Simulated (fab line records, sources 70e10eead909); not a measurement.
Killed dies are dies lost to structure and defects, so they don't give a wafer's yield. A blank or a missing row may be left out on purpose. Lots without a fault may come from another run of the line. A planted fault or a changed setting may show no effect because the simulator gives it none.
fab line records | flow nand_harc
record lots=11 wafers=33 last_day=25
route steps=1159 shown P_M0@277 P_M1@300 END@1159
lots that met no fault: from a run of the same line without faults
start_h: hours from the record's first day to the start of the lot's first wafer shown | wait_h: hours since the lot's step before | " the same as in the row above | L1.1+2: a row that stands for several wafers | - no value, or no start given | * or withheld: withheld | < > ~ a bound
route shown NAME@n: a module of which the file shows steps, and the number in the route of the first | usual: mean/standard deviation of fault-free wafers | same: alike in all rows | chamber/n: place in a boat | sites: the reading at each site | _std_site: their standard deviation | _edge_site: outer sites' mean less inner sites' | radius_mm: how far each site lies from the wafer's centre | mask NAME#n: copy n | behind: the tool/chamber that last shaped the wafer | hold: why the lot was held/for how many hours/how that ended | device: the transistor (n, p or np) that didn't switch | end of line: the same wafers' tests at the end of the route | a step without rows: its recipe alone | killed: dies lost to structure and defects at the first sort, not the wafer's yield | map: a wafer's dies, x killed, . not, _ none there
set.NAME: the setting as run; set.NAME@STEP: as run at that earlier step | model.NAME: the simulator's own value behind a step, which no gauge read
steps of the route over a sample of lots; a table a step, a row a wafer
services: from which hour (start_h, from the record's first day; less than 0 if before it) a tool's chamber was out of use, for how many hours, and why
## steps
# step NHARC_P_M0_ANNEAL_30
# recipe temp_c=225 time_s=90
# usual anneal_temp_c_max=226.14/0.26 wafer_temp_C_max=225.83/0.26
# columns lot.wafer tool chamber start_h wait_h anneal_temp_c_max wafer_temp_C_max
L490.1 rtp_anneal-01 0 115.92 - 226.03 225.76
L490.4 " 0 " " 226.51 225.87
L490.5 " 0 " " 226.27 225.65
L493.2 rtp_anneal-01 0 133.20 0.3 226.37 226.00
L493.4 " 0 " " 226.37 226.39
L493.5 " 0 " " 226.26 226.04
L492.2 rtp_anneal-01 0 133.60 0.3 226.08 226.10
L492.4 " 0 " " 225.83 226.19
L492.6 " 0 " " 226.06 225.69
L494.1 rtp_anneal-01 0 135.53 0.3 226.28 226.24
L494.3 " 0 " " 226.44 226.09
L494.4 " 0 " " 225.75 226.20
L498.2 rtp_anneal-01 0 170.39 - 226.11 225.91
L498.3 " 0 " " 226.32 226.03
L498.5 " 0 " " 225.95 225.96
L499.1 rtp_anneal-02 0 175.23 - 225.74 225.54
L499.2 " 0 " " 225.80 225.19
L499.3 " 0 " " 225.78 225.50
L502.1 rtp_anneal-01 0 202.20 - 225.97 225.88
L502.4 " 0 " " 225.95 225.76
L502.6 " 0 " " 226.14 225.87
L504.1 rtp_anneal-01 0 209.55 0.3 226.22 226.07
L504.3 " 0 " " 225.61 225.97
L504.6 " 0 " " 225.99 225.80
L511.1 rtp_anneal-01 0 243.38 0.3 226.66 225.79
L511.2 " 0 " " 226.03 225.86
L511.3 " 0 " " 226.30 225.96
L512.1 rtp_anneal-02 0 244.27 0.4 226.82 225.52
L512.5 " 0 " " 226.20 225.69
L512.6 " 0 " " 226.19 225.25
L513.2 rtp_anneal-02 0 254.03 - 226.48 225.55
L513.3 " 0 " " 225.81 225.48
L513.5 " 0 " " 226.43 225.44
# step NHARC_P_M1_ETCH_15
# recipe target_depth_a=1825 time_s=91.2 c4f8_flow_sccm=withheld ar_flow_sccm=400 rf_w=600 bias_w=300 chemistry=C4F8/Ar
# usual oes_product_au=0.959/0.021 rf_vpp_V=442.3/2.3
# columns lot.wafer tool chamber start_h wait_h oes_product_au rf_hours_counter_h rf_vpp_V
L490.1 rie_diel-03 2 - - 0.960 6.1 443.0
L490.4 " 0 " " 0.965 6.0 439.9
L490.5 " 1 " " 0.960 - 444.2
L493.2 rie_diel-03 3 - - 0.942 5.7 442.7
L493.5 " 3 " " 0.942 - 445.1
L493.4 " 1 " " 0.953 - 445.2
L492.2 rie_diel-03 3 - - 0.949 5.7 443.7
L492.4 " 0 " " 0.943 - 438.4
L492.6 " 3 " " 0.959 - 444.8
L494.3 rie_diel-11 1 - - 0.999 3.5 441.4
L494.1 " 2 " " 1.003 3.3 443.4
L494.4 " 3 " " 0.965 3.1 440.9
L498.3 rie_diel-03 0 - - 0.947 9.0 437.8
L498.2 " 3 " " 0.947 7.7 443.9
L498.5 " 1 " " 0.954 - 444.2
L499.1 rie_diel-03 0 - - 0.947 9.3 438.7
L499.3 " 1 " " 0.981 8.9 443.6
L499.2 " 2 " " 0.980 9.0 443.6
L502.4 rie_diel-10 0 - - 0.989 2.1 438.0
L502.1 " 3 " " 0.943 2.1 444.2
L502.6 " 0 " " 0.975 - 439.4
L504.1 rie_diel-11 1 - - 0.955 0.3 440.7
L504.3 " 0 " " 0.950 0.3 439.5
L504.6 " 3 " " 0.941 - 441.2
L511.2 rie_diel-10 3 - - 0.952 5.5 444.8
L511.1 " 1 " " 1.001 3.9 443.6
L511.3 " 2 " " 0.959 5.4 445.7
L512.1 rie_diel-10 3 - - 0.963 5.6 443.5
L512.5 " 1 " " 0.985 - 442.9
L512.6 " 2 " " 0.978 - 445.2
L513.2 rie_diel-03 3 - - 0.960 1.9 443.3
L513.3 " 1 " " 0.936 1.6 443.3
L513.5 " 3 " " 0.967 - 444.9
# step NHARC_P_M1_ANNEAL_31
# recipe temp_c=225 time_s=90
# usual anneal_temp_c_max=226.18/0.26 wafer_temp_C_max=225.76/0.28
# columns lot.wafer tool chamber start_h wait_h anneal_temp_c_max wafer_temp_C_max
L490.1 rtp_anneal-02 0 120.91 0.3 226.04 225.44
L490.4 " 0 " " 226.18 225.66
L490.5 " 0 " " 225.97 225.63
L493.2 rtp_anneal-02 0 137.45 - 225.65 225.62
L493.4 " 0 " " 225.75 225.44
L493.5 " 0 " " 225.85 225.52
L492.2 rtp_anneal-01 0 137.99 0.5 225.96 225.68
L492.4 " 0 " " 226.80 226.00
L492.6 " 0 " " 226.15 226.27
L494.1 rtp_anneal-01 0 139.73 - 226.44 225.83
L494.3 " 0 " " 225.99 225.99
L494.4 " 0 " " 226.15 225.65
L498.2 rtp_anneal-02 0 174.55 - 226.30 225.80
L498.3 " 0 " " 226.35 225.70
L498.5 " 0 " " 226.34 225.66
L499.1 rtp_anneal-01 0 179.38 0.3 226.26 225.99
L499.2 " 0 " " 226.72 225.92
L499.3 " 0 " " 226.65 226.12
L502.1 rtp_anneal-02 0 206.23 0.3 225.63 225.54
L502.4 " 0 " " 225.77 225.29
L502.6 " 0 " " 225.87 225.47
L504.1 rtp_anneal-01 0 213.72 - 226.08 226.04
L504.3 " 0 " " 226.06 225.92
L504.6 " 0 " " 226.33 226.32
L511.1 rtp_anneal-01 0 247.62 - 226.36 226.18
L511.2 " 0 " " 225.97 226.38
L511.3 " 0 " " 225.96 225.96
L512.1 rtp_anneal-01 0 248.71 - 226.27 226.09
L512.5 " 0 " " 226.29 226.02
L512.6 " 0 " " 225.99 226.20
L513.2 rtp_anneal-02 0 258.82 - 226.32 225.77
L513.3 " 0 " " 225.89 225.72
L513.5 " 0 " " 226.07 225.38
# step NHARC_P_M1_CMP_23
# recipe t_overpolish_s=20 target_thk_nm=157.82
# usual edge_zone_pressure_frac=1.000/0.0052 motor_current_A=12.2/1.3 retaining_ring_pressure_frac=1.000/0.0051 slurry_flow_ml_min=150.0/0.47 time_to_endpoint_s=29.9/2.4
# columns lot.wafer tool chamber start_h wait_h edge_zone_pressure_frac motor_current_A retaining_ring_pressure_frac slurry_flow_ml_min time_to_endpoint_s
L490.1 cmp-01 0 121.31 - 0.997 12.5 0.999 149.6 29.2
L490.4 " 1 " " 0.998 11.6 0.990 150.2 31.0
L490.5 " 3 " " 1.000 10.1 0.999 149.3 30.1
L493.2 cmp-03 2 137.77 - 1.001 14.3 1.002 149.6 28.2
L493.4 " 0 " " 0.999 15.0 1.005 149.6 25.2
L493.5 " 1 " " 0.999 13.7 1.005 150.0 30.8
L492.2 cmp-01 1 138.28 - 1.007 11.8 1.002 150.3 33.0
L492.4 " 0 " " 1.004 12.0 1.004 149.4 28.9
L492.6 " 1 " " 0.996 11.3 1.004 150.6 30.6
L494.4 cmp-01 0 140.08 - 0.994 12.2 1.000 150.5 31.6
L494.1 " 1 " " 0.993 11.3 1.005 149.9 33.2
L494.3 " 3 " " 1.007 10.6 1.003 150.2 29.6
L498.2 cmp-02 0 174.87 - 0.999 10.1 1.002 150.0 28.7
L498.3 " 1 " " 0.992 12.7 1.002 149.9 26.4
L498.5 " 3 " " 1.001 12.0 1.004 150.1 26.2
L499.1 cmp-02 3 179.73 - 1.001 11.6 1.002 150.7 29.7
L499.2 " 0 " " 1.002 10.5 1.000 150.5 29.5
L499.3 " 1 " " 0.996 12.5 0.998 149.5 29.6
L502.1 cmp-02 1 206.61 - 1.009 12.7 1.007 149.8 28.0
L502.4 " 3 " " 1.001 12.2 1.004 150.8 26.0
L502.6 " 1 " " 1.001 12.7 1.007 149.6 26.3
L504.1 cmp-03 3 214.06 - 1.004 11.6 1.001 149.6 27.2
L504.3 " 0 " " 0.994 14.2 0.999 149.5 27.4
L504.6 " 0 " " 0.998 13.8 0.996 149.5 29.5
L511.3 cmp-01 2 247.97 - - - - - -
L511.2 " 3 " " - - - - -
L511.1 " 0 " " - - - - -
L512.1 cmp-03 1 249.11 - - - - - -
L512.6 " 3 " " - - - - -
L512.5 " 0 " " - - - - -
L513.3 cmp-02 3 259.11 - 1.012 11.8 1.000 150.3 26.2
L513.2 " 0 " " 1.003 10.5 1.013 150.1 30.0
L513.5 " 3 " " 1.007 11.6 1.001 150.1 26.0
# step NHARC_P_M1_THK_MEAS_24
# recipe thk_meas_gauge=xrf
# usual thk_nm=158.4/1.3
# columns lot.wafer tool chamber start_h wait_h thk_nm
L490.1 film_metro-01 - 121.60 - 157.9
L490.4 " - " " 157.8
L490.5 " - " " 159.8
L493.2 film_metro-02 - 138.05 - 157.5
L493.4 " - " " 159.0
L493.5 " - " " 158.3
L492.2 film_metro-01 - 138.59 - 161.7
L492.4 " - " " 159.8
L492.6 " - " " 160.0
L494.1 film_metro-01 - 140.40 - 159.0
L494.3 " - " " 158.5
L494.4 " - " " 159.6
L498.2 film_metro-01 - 175.16 - 157.2
L498.3 " - " " 156.6
L498.5 " - " " 156.9
L499.1 film_metro-01 - 180.04 - 156.7
L499.2 " - " " 160.0
L499.3 " - " " 157.2
L502.1 film_metro-02 - 206.89 - 158.2
L502.4 " - " " 158.4
L502.6 " - " " 157.0
L504.1 film_metro-01 - 214.37 - 156.7
L504.3 " - " " 157.2
L504.6 " - " " 157.3
L511.1 film_metro-02 - 248.28 0.2 406.5
L511.2 " - " " 408.2
L511.3 " - " " 397.1
L512.1 film_metro-01 - 249.37 0.2 394.1
L512.5 " - " " 393.1
L512.6 " - " " 396.3
L513.2 film_metro-01 - 259.43 - 157.9
L513.3 " - " " 157.3
L513.5 " - " " 157.7
# step NHARC_END_SORT_01
# recipe temp_c=25
# usual defect_limited_yield=95.6/1.4 killed_at_array=26/9 killed_at_other=0.8/1.2 killed_at_periphery=3.2/2.3 killed_dies=30/9.1 killed_open=3.5/2 killed_short=1.8/1.4 sort_bin_2_pct=1.4/0.59 sort_bin_3_pct=0.25/0.22 sort_bin_4_pct=2.8/0.91 sort_n_pass=647/9.1 sort_rim_yield_pct=95.4/3 sort_yield_pct=95.6/1.4
# same gross_dies=677 sort_bin_5_pct[%]=0 sort_bin_6_pct[%]=0 sort_bin_7_pct[%]=0 sort_bin_8_pct[%]=0 sort_rim_n_gross=106.00
# columns lot.wafer tool chamber start_h wait_h defect_limited_yield[%] killed_at_array killed_at_other killed_at_periphery killed_dies killed_open killed_short sort_bin_2_pct[%] sort_bin_3_pct[%] sort_bin_4_pct[%] sort_n_pass sort_rim_yield_pct[%] sort_yield_pct[%]
L512.1 prober-02 0 564.29 2.5 0 21 0 656 677 3 1 97.3 0.44 2.2 0 0 0
L512.5 prober-02 0 567.44 3.7 0 22 0 655 677 2 6 97.6 0 2.4 0 0 0
L512.6 prober-02 0 568.23 3.9 0 25 0 652 677 7 3 96.9 0.15 3.0 0 0 0
L511.1 prober-02 0 575.75 2.5 0 35 0 642 677 2 1 96.6 0.30 3.1 0 0 0
L511.2 prober-02 0 576.56 2.8 0 24 0 653 677 3 0 97.2 0 2.8 0 0 0
L511.3 prober-02 0 577.37 3.1 0 34 0 643 677 3 1 95.9 0.15 4.0 0 0 0
# killed by level:class
L512.1 P_M1:area_cmp=651 A_CHANNEL_HOLE_D1:chamber_film_flake=7 A_CONTACT:chamber_film_flake=6 A_STAIRCASE:chamber_film_flake=4 P_STI:chamber_film_flake=2 A_WL_FILL:chamber_film_flake=2 P_CONTACT:geometric_particle:open=1 P_M0:geometric_particle:open=1
L512.5 P_M1:area_cmp=650 A_CHANNEL_HOLE_D1:chamber_film_flake=5 A_STAIRCASE:chamber_film_flake=4 A_CONTACT:chamber_film_flake=4 A_WL_FILL:geometric_particle:short=3 P_STI:chamber_film_flake=3 P_GATE:geometric_particle:open=1 A_CHANNEL_HOLE_D1:geometric_particle:short=1
L512.6 P_M1:area_cmp=647 A_CHANNEL_HOLE_D1:chamber_film_flake=7 A_CONTACT:chamber_film_flake=7 A_STAIRCASE:chamber_film_flake=4 P_M0:geometric_particle:open=2 A_M1:geometric_particle:open=2 P_STI:chamber_film_flake=2 P_CONTACT:geometric_particle:open=1
L511.1 P_M1:area_cmp=640 A_SLIT:chamber_film_flake=17 A_CONTACT:chamber_film_flake=7 A_CHANNEL_HOLE_D1:chamber_film_flake=6 A_SLIT:geometric_particle:open=1 A_CONTACT:geometric_particle:open=1 A_CONTACT:geometric_particle:short=1 P_ZERO_WELL:chamber_film_flake=1
L511.2 P_M1:area_cmp=651 A_SLIT:chamber_film_flake=11 A_CONTACT:chamber_film_flake=6 A_CHANNEL_HOLE_D1:chamber_film_flake=4 P_CONTACT:geometric_particle:open=2 A_STAIRCASE:chamber_film_flake=2 A_M0:geometric_particle:open=1
L511.3 P_M1:area_cmp=642 A_SLIT:chamber_film_flake=11 A_CHANNEL_HOLE_D1:chamber_film_flake=9 A_CONTACT:chamber_film_flake=7 A_STAIRCASE:chamber_film_flake=4 P_M0:geometric_particle:open=1 A_SGD_CUT:geometric_particle:open=1 A_CONTACT:geometric_particle:open=1
## services
# columns tool chamber start_h hours kind
rie_diel-03 3 97.23 9.3 repair
rie_diel-10 2 101.06 4.8 repair
cmp-03 - 109.93 0.5 repair
rtp_anneal-02 - 110.63 6.4 repair
cmp-03 - 114.73 1.0 repair
cmp-03 - 116.85 0.2 repair
cmp-03 - 118.13 2.9 repair
cmp-01 - 119.63 1.4 repair
cmp-02 - 128.61 4.0 pm
rie_diel-03 2 128.74 8.4 repair
cmp-03 - 130.44 1.3 repair
rie_diel-10 - 135.32 1.8 repair
cmp-03 - 156.00 4.0 pm
cmp-01 - 157.01 2.3 repair
cmp-03 - 166.17 2.2 repair
rie_diel-10 - 176.50 9.0 pm
cmp-01 - 179.50 4.0 pm
cmp-01 - 183.73 2.0 repair
cmp-03 - 185.71 1.2 repair
cmp-02 - 185.88 1.1 repair
cmp-03 - 204.97 0.7 repair
rie_diel-03 2 209.90 19.0 repair
rie_diel-03 - 215.30 9.0 pm
cmp-02 - 226.61 4.0 pm
## key
first_sign step=NHARC_P_M1_CMP_23 reading=tool_record direction=missing
effect step=NHARC_P_M1_THK_MEAS_24 reading=thk_nm direction=up sigmas=99+ usual=158.4 struck=399.2
effect step=NHARC_END_SORT_01 reading=killed_at_periphery direction=up sigmas=99+ usual=3.2 struck=650.2
more_kills_born_at NHARC_P_M1_CMP_23@cmp-03=1948 NHARC_P_M1_CMP_23@cmp-01=1933
met_at NHARC_P_M1_CMP_23
struck_lots L511,L512
later_rows_left_out L511.1,L511.2,L511.3,L512.1,L512.5,L512.6
not_acting_at NHARC_P_M0_ANNEAL_30,NHARC_P_M1_ETCH_15,NHARC_P_M1_ANNEAL_31
onset_between 214.06 247.97
fault kind=skipped_step_whole tool=cmp-01,cmp-03 chamber=- onset_h=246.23 steps=NHARC_P_M1_CMP_23 scope=struck_lots_only
# later_rows_left_out: the simulator's readings of these wafers behind a module that went badly wrong aren't trusted and aren't shown, but for the sort
